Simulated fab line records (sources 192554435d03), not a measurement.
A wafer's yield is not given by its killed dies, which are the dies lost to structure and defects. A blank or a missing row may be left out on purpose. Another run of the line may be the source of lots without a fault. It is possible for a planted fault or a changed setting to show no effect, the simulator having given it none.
Lot-split experiment    flow n5_finfet    21 wafers read from 7 lots, route of 1938 steps

## ON THE SPLIT
At N5_BEOL_M5_TRENCH_ETCH_37 (etches SiCOH lowk in C4F6/O2, target depth 71.652 nm, time 24.7 s), the setting source_w was moved away from the recipe's 345 W on 8 of the 21 wafers read, by -17.2% to +11.5%. For the rest of the wafers, this setting stayed at what the recipe calls for.

## FROM THE SPLIT TO THE READING: what the file shows between them, 2 steps
- N5_BEOL_M5_ETCH_41: etches SiCN in CH3F/O2, target depth 31.5 nm, time 56.7 s
- N5_BEOL_M5_STRIP_91: strips in N2/H2, time 10 s

## THE READING
trench_depth_nm, in nm, at N5_BEOL_M5_OCD_MEAS_38. On this fab line, fault-free wafers typically give 71.3 nm with a standard deviation of 1.9 nm.

wafer   tool, chamber at the split  source_w as run, W  against the recipe  trench_depth_nm, nm  against lot-mates on the recipe
L075.1  rie_diel-06, 3              345                 recipe              72.4                 -
L075.3  rie_diel-06, 0              345                 recipe              72.8                 -
L075.5  rie_diel-06, 0              345                 recipe              72.6                 -
L081.1  rie_diel-06, 1              384.6               +11.5%              73.2                 +0.8
L081.2  rie_diel-06, 3              345                 recipe              72.4                 -
L081.5  rie_diel-06, 1              384.6               +11.5%              72.1                 -0.3
L085.1  rie_diel-01, 1              326.6               -5.3%               69.5                 -1.2
L085.2  rie_diel-01, 3              345                 recipe              71.1                 -
L085.5  rie_diel-01, 1              345                 recipe              70.3                 -
L086.2  rie_diel-01, 2              345                 recipe              70.5                 -
L086.3  rie_diel-01, 1              345                 recipe              69.5                 -
L086.5  rie_diel-01, 3              345                 recipe              70.8                 -
L090.1  rie_diel-01, 1              295.3               -14.4%              66.0                 -3.2
L090.3  rie_diel-01, 0              345                 recipe              69.2                 -
L090.5  rie_diel-01, 0              295.3               -14.4%              64.8                 -4.4
L093.2  rie_diel-06, 2              345                 recipe              73.6                 -
L093.4  rie_diel-06, 1              298.8               -13.4%              67.2                 -6.4
L093.6  rie_diel-06, 1              298.8               -13.4%              66.5                 -7.1
L096.1  rie_diel-01, 2              345                 recipe              71.1                 -
L096.2  rie_diel-01, 3              345                 recipe              71.0                 -
L096.3  rie_diel-01, 0              285.7               -17.2%              64.9                 -6.1

FIT RESULTS
A straight line over all 21 wafers: trench_depth_nm changes by +0.306 nm for each +1% of source_w; r = +0.88; the points scatter about the line by 1.3 nm.
The same after taking each lot's own level away (the mean of its wafers on the recipe; 21 wafers): +0.275 nm for each +1%; r = +0.86; scatter 1.3 nm.
On that fit, the largest move of source_w shifts the reading by 4.7 nm.
The lots' own levels span 69.20 to 73.60 nm, that is 2.3 times the standard deviation above.
In other words, the slope is changed by the lot-to-lot level; the two fits disagree.
Check: for one of the wafers moved furthest among these (-17.2%), held out of the fit, the line's prediction against its lot-mates is -5.11 nm. It came out at -6.15 nm against them.
Tool readings at the split's step, against how far the setting was moved: rf_vpp_V r = -0.94.

## THE WHOLE CHAIN: every reading that the file lists as answering this split, in the file's order
step                       what it does                                                         reading                                                                       change (the file's fit)                r (the file's)
N5_BEOL_M5_TRENCH_ETCH_37  etches SiCOH lowk in C4F6/O2, target depth 71.652 nm, time 24.7 s    rf_vpp_V                                                                      -3.59 V for each +1% of the setting    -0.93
N5_BEOL_M5_TRENCH_ETCH_37  etches SiCOH lowk in C4F6/O2, target depth 71.652 nm, time 24.7 s    etch.depth_nm (the simulator's own value, which no gauge read)                +0.291 nm for each +1% of the setting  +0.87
N5_BEOL_M5_TRENCH_ETCH_37  etches SiCOH lowk in C4F6/O2, target depth 71.652 nm, time 24.7 s    BEOL_M5.feature_depth_nm (the simulator's own value, which no gauge read)     +0.288 nm for each +1% of the setting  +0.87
N5_BEOL_M5_OCD_MEAS_38                                                                          trench_depth_nm                                                               +0.309 nm for each +1% of the setting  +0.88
N5_BEOL_M5_CMP_52          polishes, stops on SiCOH lowk, t overpolish 6.9 s, target thk 62 nm  Cu_of_BEOL_M5_ECD_50.thk_nm (the simulator's own value, which no gauge read)  +0.59 nm for each +1% of the setting   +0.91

## FILE'S OWN FIT
trench_depth_nm changes by +0.309 nm for each +1% of source_w, r = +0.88.
